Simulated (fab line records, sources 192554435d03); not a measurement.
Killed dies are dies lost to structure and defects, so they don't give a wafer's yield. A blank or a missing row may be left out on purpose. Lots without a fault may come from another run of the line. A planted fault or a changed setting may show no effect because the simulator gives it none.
One fault seen from 2 desks | flow n5_finfet | each desk has only its own numbers; what lay behind them comes last

THE TOOL OWNER'S DESK: rie_diel-01
The tool's own readings at N5_BEOL_M3_TRENCH_ETCH_37 (etches SiOC in C4F6/O2, target depth 55.555 nm, time 29.2 s): means of the sampled wafers that have a number, for each lot that ran on this tool. A lot is out of limits, marked OUT, if its mean lies more than 4 standard deviations from the usual mean; the brackets give that distance.
Columns: A = drypump_motor_current_A at N5_BEOL_M3_TRENCH_ETCH_37, usual 5.8 A; B = oes_product_au at N5_BEOL_M3_TRENCH_ETCH_37, usual 0.81 a.u.; C = rf_fwd_power_W at N5_BEOL_M3_TRENCH_ETCH_37, usual 350.2 W; D = rf_vpp_V at N5_BEOL_M3_TRENCH_ETCH_37, usual 660 V; E = run_length_s at N5_BEOL_M3_TRENCH_ETCH_37, usual 52.5 s; F = showerhead_plenum_p_Torr at N5_BEOL_M3_TRENCH_ETCH_37, usual 2.83 Torr; G = throttle_valve_pct at N5_BEOL_M3_TRENCH_ETCH_37, usual 20.8 %
lot  | first seen here | A   | B    | C     | D   | E               | F    | G
L469 | day 7 22:13     | 5.8 | 0.80 | 349.1 | 667 | 52.4            | 2.86 | 20.7
L480 | day 10 22:33    | 5.9 | 0.85 | 350.4 | 666 | 52.4            | 2.84 | 20.6
L482 | day 11 07:33    | 6.0 | 0.85 | 350.2 | 668 | 49.7 (-5.8) OUT | 2.82 | 20.6
This desk's finding: out of limits on L482; first on L482, day 11 07:33 (run_length_s at N5_BEOL_M3_TRENCH_ETCH_37). In limits: L469, L480.

THE METROLOGY DESK
What the gauges read, lot by lot, whatever tool the lot ran on: means of the sampled wafers that have a number. A lot is out of limits, marked OUT, if its mean lies more than 4 standard deviations from the usual mean; the brackets give that distance. Of its 12 readings 7 are shown: the one that was out of limits first, and those that lie furthest out on some lot.
Columns: A = trench_depth_nm at N5_BEOL_M3_OCD_MEAS_38, usual 55.7 nm; B = DIBL_N at N5_BEOL_M4_RC_MEAS_101, usual 37.2 mV/V; C = ION_N at N5_BEOL_M4_RC_MEAS_101, usual 680 uA/um; D = ION_P at N5_BEOL_M4_RC_MEAS_101, usual 466 uA/um; E = SS_N at N5_BEOL_M4_RC_MEAS_101, usual 71.8 mV/dec; F = SS_P at N5_BEOL_M4_RC_MEAS_101, usual 73.5 mV/dec; G = VT_P at N5_BEOL_M4_RC_MEAS_101, usual -248 mV
lot  | first seen here | A               | B    | C   | D   | E    | F    | G
L469 | day 7 09:09     | 56.2            | 38.1 | 692 | 464 | 72.3 | 73.4 | -249
L470 | day 7 18:30     | 54.7            | 39.1 | 702 | 474 | 72.3 | 74.0 | -247
L473 | day 8 22:42     | 56.9            | 35.2 | 672 | 464 | 71.3 | 73.1 | -249
L480 | day 10 21:16    | 55.4            | 37.9 | 674 | 464 | 72.8 | 73.2 | -246
L482 | day 11 05:00    | 50.5 (-4.8) OUT | 37.5 | 668 | 450 | 71.7 | 73.8 | -255
L488 | day 12 18:23    | 56.6            | 36.7 | 683 | 463 | 71.9 | 74.1 | -250
L486 | day 12 18:31    | 56.7            | 38.3 | 673 | 458 | 71.8 | 74.0 | -254
L489 | day 12 20:48    | 54.2            | 34.0 | 670 | 469 | 71.0 | 72.5 | -250
L490 | day 13 14:26    | 54.3            | 37.8 | 676 | 464 | 72.1 | 73.9 | -247
This desk's finding: out of limits on L482; first on L482, day 11 07:42 (trench_depth_nm at N5_BEOL_M3_OCD_MEAS_38). In limits: L469, L470, L473, L480, L488, L486, L489, L490.

PUT TOGETHER
The tool owner's desk could have raised an alarm at day 11 07:33, on L482.
The metrology desk could have raised an alarm at day 11 07:42, on L482.
Of the lots named, all ran N5_BEOL_M3_TRENCH_ETCH_37 on rie_diel-01.

WHAT THE SIMULATOR HAD PUT IN
Process parameter drift: rie_diel-01, from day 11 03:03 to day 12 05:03, at N5_BEOL_M3_TRENCH_ETCH_37. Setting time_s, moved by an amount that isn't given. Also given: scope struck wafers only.
Lots struck among those shown: L482.
Hours from the fault's start to each desk's first reading out of limits: the tool owner's desk, 4; the metrology desk, 5.
